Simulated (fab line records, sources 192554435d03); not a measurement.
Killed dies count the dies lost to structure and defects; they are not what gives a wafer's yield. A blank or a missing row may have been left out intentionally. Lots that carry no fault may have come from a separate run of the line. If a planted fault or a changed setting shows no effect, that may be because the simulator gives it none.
Lot-split experiment ; flow n5Finfet ; 7 lots, 39 wafers read, on a route of 1938 steps

## THE SPLIT
At N5_FIN_CUT_CUT_ETCH_26 (etches SiNx in CH3F/O2, target depth 39 nm, time 55.7 s), the setting targetDepthA was moved away from the recipe's 390 angstrom on 15 of the 39 wafers read, by -58.8% to +51.7%. The other wafers ran this setting at the recipe's value.

## FROM THE SPLIT TO THE READING: what the file shows between them, 2 steps
- N5_FIN_CUT_CUT_ETCH_27: etches SiO2 in CHF3/O2, target depth 4 nm, overetch 2 nm, time 4.9 s
- N5_FIN_CUT_PRECLEAN_35: cleans in vHF, time 13.3 s

## THE READING
SOC_of_FIN_CUT_COAT_18.thkNm (the simulator's own value, which no gauge read), in nm, at N5_FIN_CUT_CUT_ETCH_15 (etches Si in HBr/Cl2/O2, target depth 100 nm, bt time 10 s, time 42.4 s). The file does not state a usual value for it. Here, 24 wafers ran the recipe; their average is 171.1 nm with a standard deviation of 1 nm.

wafer;tool, chamber at the split;targetDepthA as run, angstrom;against the recipe;SOC_of_FIN_CUT_COAT_18.thkNm, nm;against lot-mates on the recipe
L075.1;rieDiel-01, 2;390;recipe;170;-
L075.2;rieDiel-01, 0;390;recipe;172;-
L075.5;rieDiel-01, 3;390;recipe;172;-
L075.3;rieDiel-01, 1;390;recipe;172.4;-
L075.6;rieDiel-01, 2;390;recipe;172.4;-
L075.4;rieDiel-01, 3;390;recipe;172.2;-
L076.1;rieDiel-04, 2;390;recipe;171.8;-
L076.2;rieDiel-04, 0;390;recipe;170.6;-
L076.5;rieDiel-04, 2;390;recipe;172;-
L077.1;rieDiel-04, 0;390;recipe;171.6;-
L077.2;rieDiel-04, 3;160.6;-58.8%;183;+12.3
L077.6;rieDiel-04, 0;160.6;-58.8%;183;+12.3
L077.3;rieDiel-04, 2;160.6;-58.8%;183.6;+12.9
L077.4;rieDiel-04, 1;390;recipe;168.6;-
L077.5;rieDiel-04, 3;390;recipe;171.8;-
L079.1;rieDiel-04, 1;390;recipe;170.8;-
L079.5;rieDiel-04, 1;390;recipe;170.8;-
L079.2;rieDiel-04, 0;255.7;-34.4%;177;+6.0
L079.3;rieDiel-04, 3;255.7;-34.4%;176.4;+5.4
L079.4;rieDiel-04, 2;255.7;-34.4%;176.6;+5.6
L079.6;rieDiel-04, 2;390;recipe;171.4;-
L081.1;rieDiel-03, 1;269.5;-30.9%;176.2;+4.8
L081.2;rieDiel-03, 3;390;recipe;171.2;-
L081.3;rieDiel-03, 0;269.5;-30.9%;174.6;+3.2
L081.4;rieDiel-03, 2;390;recipe;171;-
L081.5;rieDiel-03, 3;390;recipe;172;-
L081.6;rieDiel-03, 2;269.5;-30.9%;173.6;+2.2
L093.1;rieDiel-04, 1;591.5;+51.7%;159.8;-9.9
L093.2;rieDiel-04, 2;390;recipe;169.6;-
L093.3;rieDiel-04, 3;390;recipe;170.4;-
L093.4;rieDiel-04, 0;591.5;+51.7%;161.6;-8.1
L093.5;rieDiel-04, 2;591.5;+51.7%;162;-7.7
L093.6;rieDiel-04, 1;390;recipe;169;-
L096.1;rieDiel-04, 2;390;recipe;170.6;-
L096.6;rieDiel-04, 1;390;recipe;170.6;-
L096.2;rieDiel-04, 1;481.4;+23.4%;165.2;-5.5
L096.3;rieDiel-04, 3;481.4;+23.4%;163.4;-7.3
L096.4;rieDiel-04, 3;481.4;+23.4%;164.4;-6.3
L096.5;rieDiel-04, 2;390;recipe;170.8;-

THE FIT
A straight line over all 39 wafers: SOC_of_FIN_CUT_COAT_18.thkNm changes by -0.194 nm for each +1% of targetDepthA; r = -0.97; the points scatter about the line by 1.3 nm.
The same after taking each lot's own level away (the mean of its wafers on the recipe; 39 wafers): -0.185 nm for each +1%; r = -0.97; scatter 1.3 nm.
According to that fit, moving targetDepthA by its largest amount changes the reading by 11 nm.
Across the lots, their own levels run from 169.67 to 171.83 nm, a range of 2.1 times the standard deviation given above.
Consequently the slope shifts little with the lot-to-lot level, the two slopes agreeing.
Check: with one of the wafers moved furthest among these (-58.8%) left out of the fit, the line predicts +10.5 nm for it against its lot-mates. It came out at +12.3 nm against them.

## FURTHER SPLITS ON THESE WAFERS
These wafers also went through other splits before the reading. Each is held against what the fit with the lots' levels taken away leaves over:
other split on the same wafers;wafers away from the commonest value;r with SOC_of_FIN_CUT_COAT_18.thkNm (lot level and that fit taken away)
N5_PMOS_HMC_CHANNEL_EPI_DESCUM_14 timeS;18;-0.23

## THE WHOLE CHAIN: every reading that the file lists as answering this split, in the file's order
step;what it does;reading;change (the file's fit);r (the file's)
N5_FIN_CUT_CUT_ETCH_26;etches SiNx in CH3F/O2, target depth 39 nm, time 55.7 s;etch.depthNm (the simulator's own value, which no gauge read);+0.397 nm for each +1% of the setting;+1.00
N5_FIN_CUT_CUT_ETCH_26;etches SiNx in CH3F/O2, target depth 39 nm, time 55.7 s;SOC_of_FIN_CUT_COAT_18.thkNm (the simulator's own value, which no gauge read);-0.193 nm for each +1% of the setting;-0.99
N5_FIN_CUT_CUT_ETCH_15;etches Si in HBr/Cl2/O2, target depth 100 nm, bt time 10 s, time 42.4 s;SOC_of_FIN_CUT_COAT_18.thkNm (the simulator's own value, which no gauge read);-0.184 nm for each +1% of the setting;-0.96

## THE FILE'S OWN FIT
SOC_of_FIN_CUT_COAT_18.thkNm changes by -0.184 nm for each +1% of targetDepthA, r = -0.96.
